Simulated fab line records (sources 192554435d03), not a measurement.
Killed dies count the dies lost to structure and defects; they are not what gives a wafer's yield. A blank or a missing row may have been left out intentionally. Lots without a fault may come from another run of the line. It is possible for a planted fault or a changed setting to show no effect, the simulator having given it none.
Struck lot and sound lot, side by side	flow n5Finfet	37 out of 1938 route steps
Sound: wafers L889.3, L889.4, L889.5. Wafers L902.3, L902.4, L902.5 were the ones struck. The cause is given at the end.
For every step that has rows: the tool of each side, followed by ch and its chambers, followed by its first start. Under that, the readings that differ: sound wafers	struck wafers	difference of the means	sigmas: that difference in standard deviations of wafers without a fault.
alike: a reading whose means differ by less than 2 such deviations, as well as words and numbers matching on both sides. not compared: withheld readings; readings where some wafer has no value; bounds like >300 that might hide an equal value; numbers whose values overlap and for which the record gives no deviation.
The two part at a step that has a row with sigmas, a row that says differs or no value, or rows on one side only. Non-overlapping numbers with no deviation appear without sigmas and do not part them. A reading that every wafer of one side lacks parts them only if that side has two wafers or more.

first, 10 steps without rows for these wafers: N5_HKMG_FIN_ALD_21 (deposits TiN, target thk 1.5 nm, pulse time 1 s, purge time 3 s); N5_HKMG_FIN_ALD_72 (deposits W, target thk 2 nm, pulse time 1 s, purge time 2 s); N5_HKMG_FIN_W_FILL_22 (material W, target thk 60 nm, time 18.2 s); N5_HKMG_FIN_PRECLEAN_83 (cleans in DIW, time 57.5 s); N5_HKMG_FIN_SRD_84 (dry time 32 s); N5_HKMG_FIN_CMP_23 (polishes, stops on SiNx, t overpolish 10 s, target thk 46.326 nm); N5_HKMG_FIN_CMP_94 (polishes, stops on SiNx, t overpolish 4.7 s, target thk 43.299 nm); N5_GATE_CUT_ETCHBACK_00 (etches W in SF6/Cl2); N5_GATE_CUT_ETCH_56 (etches TiN in Cl2/Ar, target depth 21.6 nm); N5_GATE_CUT_ETCHBACK_30 (etches TiN in Cl2/Ar, target depth 3 nm).
N5_GATE_CUT_VAPOR_ETCH_60: etches HfO2 in BCl3/Cl2.
  sound on rieMetal-02 ch 0,1, day 4 21:10; struck on rieMetal-02 ch 0,1, day 8 01:20
  alike: drypumpMotorCurrentA, heBacksideLeakSccm, oesProductAu
then, 25 steps without rows for these wafers: N5_GATE_CUT_ETCH_58 (etches SiNx in CH3F/O2, target depth 17 nm, time 128.6 s); N5_GATE_CUT_STRIP_59 (strips in N2/H2, time 20 s); N5_GATE_CUT_PRECLEAN_31 (cleans in DIW, time 300 s); N5_GATE_CUT_SRD_32 (time 30 s); N5_GATE_CUT_SAC_CAP_01 (material SiNx, target thk 24 nm, pulse time 1 s, ald cycles 480); N5_GATE_CUT_PECVD_57 (deposits SiNx from SiH4/NH3/N2, target thk 21 nm); N5_GATE_CUT_CMP_02 (polishes, stops on SiO2, t overpolish 12.7 s, target thk 0 nm); N5_GATE_CUT_HM_DEP_46 (deposits SiO2 from TEOS/O2, target thk 130 nm, time 26.6 s); N5_GATE_CUT_COAT_34 (time 60 s, resist thk 60 nm); N5_GATE_CUT_COAT_35 (time 60 s, resist thk 10 nm); N5_GATE_CUT_COAT_27 (time 60 s, resist thk 10 nm); N5_GATE_CUT_COAT_07 (resist thk 30 nm); N5_GATE_CUT_EBR_09; N5_GATE_CUT_SOFTBAKE_08 (time 60 s); N5_GATE_CUT_EXPOSE_10 (exposes mask GATE CUT, target cd 20 nm); N5_GATE_CUT_PEB_11 (peb time 60 s); N5_GATE_CUT_DEVELOP_12 (develop time 30 s); N5_GATE_CUT_DESCUM_18 (chemistry O2, time 7 s); N5_GATE_CUT_ETCH_28 (etches underlayer in N2/H2, target depth 13 nm, time 10.4 s); N5_GATE_CUT_ETCH_36 (etches SiARC in CF4, target depth 13 nm, time 21.7 s); N5_GATE_CUT_ETCH_37 (etches SOC in N2/H2, target depth 60 nm, overetch 12 nm, time 90 s); N5_GATE_CUT_STRIP_38 (strips in N2/H2); N5_GATE_CUT_STRIP_39 (strips in N2/H2); N5_GATE_CUT_HM_OPEN_40 (chemistry C4F6/O2, target SiO2, target depth 139 nm, time 85.1 s); N5_GATE_CUT_STRIP_41 (strips in CF4).
-- the record jumps here: 9 days lie between the struck wafers' starts before and after (it left off in module GATE_CUT and takes up again in module PASSIVATION, whose first step shown is number 1936 of the route) --
N5_PASSIVATION_PROBE_49:
  record: rows for the struck wafers here (prober-02, day 16 21:34), none for the sound ones

WHERE THEY PART
Within this record, at N5_PASSIVATION_PROBE_49 only.

WHY: whatever the simulator had introduced
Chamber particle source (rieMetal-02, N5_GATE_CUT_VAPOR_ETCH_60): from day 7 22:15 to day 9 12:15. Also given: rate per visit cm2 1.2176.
